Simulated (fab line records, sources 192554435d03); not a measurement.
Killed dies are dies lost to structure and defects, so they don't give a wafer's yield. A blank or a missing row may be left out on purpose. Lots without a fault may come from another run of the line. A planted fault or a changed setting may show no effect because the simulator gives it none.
A struck lot beside a sound one | flow n5_finfet | 38 steps out of a route of 1938
Sound: wafers L502.3, L502.4, L502.6. Struck: wafers L495.2, L495.3, L495.6. The cause comes at the end.
At each step with rows: each side's tool, then ch and its chambers, then its first start. Under that, the readings that differ: sound wafers | struck wafers | difference of the means | sigmas: that difference in standard deviations of wafers without a fault.
alike: readings whose means differ by less than 2 such deviations, and words and numbers that are the same on both sides. not compared: withheld readings, readings that some wafer has no value for, bounds like >300 that may hide the same value, and numbers for which the record gives no deviation and whose values overlap.
The two part at a step that has a row with sigmas, a row that says differs or no value, or rows on one side only. Numbers that don't overlap but have no deviation are shown without sigmas and don't part them. A reading that every wafer of one side lacks parts them only if that side has two wafers or more.

first, 11 steps without rows for these wafers: N5_MOL_CONTACT_COAG_STRIP_107 (strips in N2/H2); N5_MOL_CONTACT_COAG_STRIP_108 (strips in N2/H2); N5_MOL_CONTACT_COAG_CONTACT_ETCH_14 (etches SiO2 in C4F6/O2, target depth 27.5 nm, overetch 8.5 nm, time 20 s); N5_MOL_CONTACT_COAG_STRIP_109 (strips in C4F6/O2); N5_MOL_CONTACT_COAG_ETCH_15 (etches SiNx in CH3F/O2, stops on Si:P, target depth 7 nm); N5_MOL_CONTACT_COAG_ETCH_110 (etches Si in CF4/O2, target depth 2.5 nm, time 8 s); N5_MOL_CONTACT_COAG_STRIP_98 (strips in N2/H2); N5_MOL_CONTACT_COAG_IMPLANT_129; N5_MOL_CONTACT_COAG_PRECLEAN_111 (cleans in NF3:NH3, afs cycles 1, time 20 s, sublimation time 60 s); N5_MOL_CONTACT_COAG_TI_SIL_19 (material Ti, target thk 4.2 nm, time 15 s); N5_MOL_CONTACT_COAG_ALD_20 (deposits TiN, target thk 1.5 nm, pulse time 1 s, purge time 3 s).
N5_MOL_CONTACT_COAG_SIL_ANNEAL_21: time 60 s.
  sound on rtp_anneal-01 ch 0, day 10 14:44; struck on rtp_anneal-02, day 9 00:13
  no value came back on the struck wafers for lamp_power_pct (%), lamp_zone_1_pct (%), wafer_temp_C_max; on the sound wafers lamp_power_pct (%) reads 5.5 5.5 5.5
then, 24 steps without rows for these wafers: N5_MOL_CONTACT_COAG_PRE_CLEAN_141 (time 60 s); N5_MOL_CONTACT_COAG_SPUTTER_143 (material Co, target thk 2.5 nm); N5_MOL_CONTACT_COAG_CO_FILL_22 (material Co, precursor CCTBA/H2, target thk 20 nm); N5_MOL_CONTACT_COAG_ANNEAL_113 (time 300 s); N5_MOL_CONTACT_COAG_PRE_CLEAN_142 (time 60 s); N5_MOL_CONTACT_COAG_SPUTTER_130 (material Co, target thk 47.5 nm); N5_MOL_CONTACT_COAG_PRECLEAN_125 (cleans in DIW, time 57.5 s); N5_MOL_CONTACT_COAG_SRD_126 (dry time 32 s); N5_MOL_CONTACT_COAG_CMP_23 (polishes, stops on SiO2, t overpolish 1.5 s, target thk 0 nm); N5_MOL_CONTACT_COAG_WET_ETCH_26 (target Co, target depth 13 nm); N5_MOL_CONTACT_COAG_WET_ETCH_116 (etches the open film in SC1-inhibited, target depth 4.6 nm, rinse time 30 s); N5_MOL_CONTACT_COAG_ALD_27 (deposits SiOC, target thk 17 nm, pulse time 1.5 s, time 2720 s); N5_MOL_CONTACT_COAG_CMP_28 (polishes, stops on SiNx, t overpolish 0.85 s, target thk 14.522 nm); N5_MOL_CONTACT_COAG_ALD_123 (deposits SiNx, target thk 5 nm, pulse time 1 s, purge time 2 s); N5_MOL_CONTACT_COAG_PECVD_31 (deposits SiO2 from TEOS/O2, target thk 46 nm, time 8.9 s); N5_MOL_CONTACT_COAG_COAT_75 (time 60 s, resist thk 60 nm); N5_MOL_CONTACT_COAG_COAT_76 (time 60 s, resist thk 10 nm); N5_MOL_CONTACT_COAG_COAT_77 (time 60 s, resist thk 10 nm); N5_MOL_CONTACT_COAG_COAT_78 (resist thk 40 nm); N5_MOL_CONTACT_COAG_EBR_80; N5_MOL_CONTACT_COAG_SOFTBAKE_79 (time 60 s); N5_MOL_CONTACT_COAG_EXPOSE_81 (exposes mask VG, defocus 0 nm); N5_MOL_CONTACT_COAG_PEB_82 (peb time 60 s); N5_MOL_CONTACT_COAG_DEVELOP_83 (develop time 30 s).
-- the record jumps here: 3 days lie between the struck wafers' starts before and after (it left off in module MOL_CONTACT_COAG and takes up again in module BEOL_M4, whose first step shown is number 1111 of the route) --
N5_BEOL_M4_RC_MEAS_101:
  sound on prober-02 ch 0, day 13 09:04; struck on prober-01 ch 0, day 12 01:40
  reading             | sound             | struck            | difference | sigmas
  ION_N (uA/um)       | 673 688 656       | 602 607 603       | -68        | -6
  ION_P (uA/um)       | 466 468 456       | 416 420 415       | -46        | -6
  RC_DENSE_N (ohm.um) | 19.6 19.1 19.4    | 70.2 70.3 70.3    | +50.9      | +99 or more
  RC_DENSE_P (ohm.um) | 24.7 23.7 24.4    | 88.6 88.1 88.0    | +64.0      | +99 or more
  RC_N (ohm.um)       | 16.0 15.8 15.9    | 57.8 57.3 57.3    | +41.6      | +99 or more
  RC_P (ohm.um)       | 19.9 19.4 19.8    | 73.3 71.9 71.2    | +52.4      | +99 or more
  REXT_N (ohm.um)     | 79.4 77.7 78.8    | 113.4 112.6 111.7 | +33.9      | +21
  REXT_P (ohm.um)     | 104.4 102.8 104.5 | 144.9 143.5 143.5 | +40.1      | +15
  alike: DIBL_N, DIBL_P, IOFF_N, IOFF_P, SS_N, SS_P, VT_N, VT_P
-- the record jumps here: 5 days lie between the struck wafers' starts before and after (it left off in module BEOL_M4 and takes up again in module PASSIVATION, whose first step shown is number 1936 of the route) --
N5_PASSIVATION_PROBE_49:
  the record has rows for the struck wafers here (prober-01, day 16 13:44) and none for the sound ones

WHERE THEY PART
First at N5_MOL_CONTACT_COAG_SIL_ANNEAL_21; last, within this record, at N5_PASSIVATION_PROBE_49.

WHY: what the simulator had put in
Skipped step whole: rtp_anneal-02, from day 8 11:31 on, at N5_MOL_CONTACT_COAG_SIL_ANNEAL_21. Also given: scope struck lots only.
